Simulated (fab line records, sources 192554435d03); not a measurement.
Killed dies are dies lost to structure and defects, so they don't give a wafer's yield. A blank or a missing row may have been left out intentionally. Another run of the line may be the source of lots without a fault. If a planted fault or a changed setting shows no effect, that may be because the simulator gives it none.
Matching of chambers || flow n5 finfet || rie diel-06 running N5_SDB_ETCH_18: 4 sister chambers
The step etches SOC in N2/H2, target depth 100 nm, overetch 20 nm, time 150 s. 14 wafers are shown with their chamber, then 7 later ones without.

## WAFERS WITH THEIR CHAMBER
{"wafer": "L074.2", "chamber": 1, "showerhead plenum p Torr (Torr)": 2.71, "oes product au (a.u.)": 0.83, "throttle valve pct (%)": 17.67}
{"wafer": "L074.3", "chamber": 2, "showerhead plenum p Torr (Torr)": 2.46, "oes product au (a.u.)": 0.72, "throttle valve pct (%)": 17.77}
{"wafer": "L074.4", "chamber": 1, "showerhead plenum p Torr (Torr)": 2.71, "oes product au (a.u.)": 0.83, "throttle valve pct (%)": 17.67}
{"wafer": "L075.1", "chamber": 3, "showerhead plenum p Torr (Torr)": 2.43, "oes product au (a.u.)": 0.63, "throttle valve pct (%)": 17.56}
{"wafer": "L075.4", "chamber": 1, "showerhead plenum p Torr (Torr)": 2.71, "oes product au (a.u.)": 0.82, "throttle valve pct (%)": 17.67}
{"wafer": "L075.5", "chamber": 2, "showerhead plenum p Torr (Torr)": 2.46, "oes product au (a.u.)": 0.72, "throttle valve pct (%)": 17.78}
{"wafer": "L077.2", "chamber": 2, "showerhead plenum p Torr (Torr)": 2.45, "oes product au (a.u.)": 0.72, "throttle valve pct (%)": 17.78}
{"wafer": "L077.3", "chamber": 1, "showerhead plenum p Torr (Torr)": 2.71, "oes product au (a.u.)": 0.82, "throttle valve pct (%)": 17.68}
{"wafer": "L077.4", "chamber": 1, "showerhead plenum p Torr (Torr)": 2.71, "oes product au (a.u.)": 0.82, "throttle valve pct (%)": 17.68}
{"wafer": "L083.1", "chamber": 3, "showerhead plenum p Torr (Torr)": 2.42, "oes product au (a.u.)": 0.62, "throttle valve pct (%)": 17.58}
{"wafer": "L083.4", "chamber": 2, "showerhead plenum p Torr (Torr)": 2.45, "oes product au (a.u.)": 0.70, "throttle valve pct (%)": 17.80}
{"wafer": "L083.5", "chamber": 3, "showerhead plenum p Torr (Torr)": 2.42, "oes product au (a.u.)": 0.63, "throttle valve pct (%)": 17.59}
{"wafer": "L088.2", "chamber": 3, "showerhead plenum p Torr (Torr)": 2.41, "oes product au (a.u.)": 0.61, "throttle valve pct (%)": 17.60}
{"wafer": "L088.5", "chamber": 0, "showerhead plenum p Torr (Torr)": 2.54, "oes product au (a.u.)": 0.67, "throttle valve pct (%)": 17.62}

SIGNATURES (means of the wafers above)
{"reading": "showerhead plenum p Torr", "chamber 0": 2.5400, "chamber 1": 2.7100, "chamber 2": 2.4550, "chamber 3": 2.4200, "scatter within a chamber": 0.00548}
{"reading": "oes product au", "chamber 0": 0.6700, "chamber 1": 0.8240, "chamber 2": 0.7150, "chamber 3": 0.6225, "scatter within a chamber": 0.00834}
{"reading": "throttle valve pct", "chamber 0": 17.6200, "chamber 1": 17.6740, "chamber 2": 17.7825, "chamber 3": 17.5825, "scatter within a chamber": 0.0121}
Rule: for a wafer and a chamber, the distance is found by dividing, reading by reading, the gap between the wafer's reading and the chamber's mean by the reading's scatter, squaring, summing and taking the root. If the next closest chamber is less than 2 further off than the closest, the wafer can't be placed; otherwise it belongs to the closest. The scatter is the square root of a quotient: the sum, over the shown wafers, of each reading's squared deviation from its chamber's mean, divided by wafers minus chambers.

## WAFERS WHOSE CHAMBER IS MISSING
{"wafer": "L088.6", "showerhead plenum p Torr (Torr)": 2.41, "oes product au (a.u.)": 0.62, "throttle valve pct (%)": 17.60}
{"wafer": "L090.2", "showerhead plenum p Torr (Torr)": 2.44, "oes product au (a.u.)": 0.69, "throttle valve pct (%)": 17.83}
{"wafer": "L090.3", "showerhead plenum p Torr (Torr)": 2.41, "oes product au (a.u.)": 0.62, "throttle valve pct (%)": 17.58}
{"wafer": "L090.6", "showerhead plenum p Torr (Torr)": 2.44, "oes product au (a.u.)": 0.69, "throttle valve pct (%)": 17.82}
{"wafer": "L093.1", "showerhead plenum p Torr (Torr)": 2.41, "oes product au (a.u.)": 0.62, "throttle valve pct (%)": 17.62}
{"wafer": "L093.5", "showerhead plenum p Torr (Torr)": 2.41, "oes product au (a.u.)": 0.62, "throttle valve pct (%)": 17.60}
{"wafer": "L093.6", "showerhead plenum p Torr (Torr)": 2.44, "oes product au (a.u.)": 0.68, "throttle valve pct (%)": 17.85}

## THE CHAMBER EACH PASSED THROUGH
{"wafer": "L088.6", "from the rows above": 3, "in truth": 3}
{"wafer": "L090.2", "from the rows above": 2, "in truth": 2}
{"wafer": "L090.3", "from the rows above": 3, "in truth": 3}
{"wafer": "L090.6", "from the rows above": 2, "in truth": 2}
{"wafer": "L093.1", "from the rows above": 3, "in truth": 3}
{"wafer": "L093.5", "from the rows above": 3, "in truth": 3}
{"wafer": "L093.6", "from the rows above": 2, "in truth": 2}
7 of 7 placed correctly. Not placeable from these rows: 0. Placed wrongly: 0.
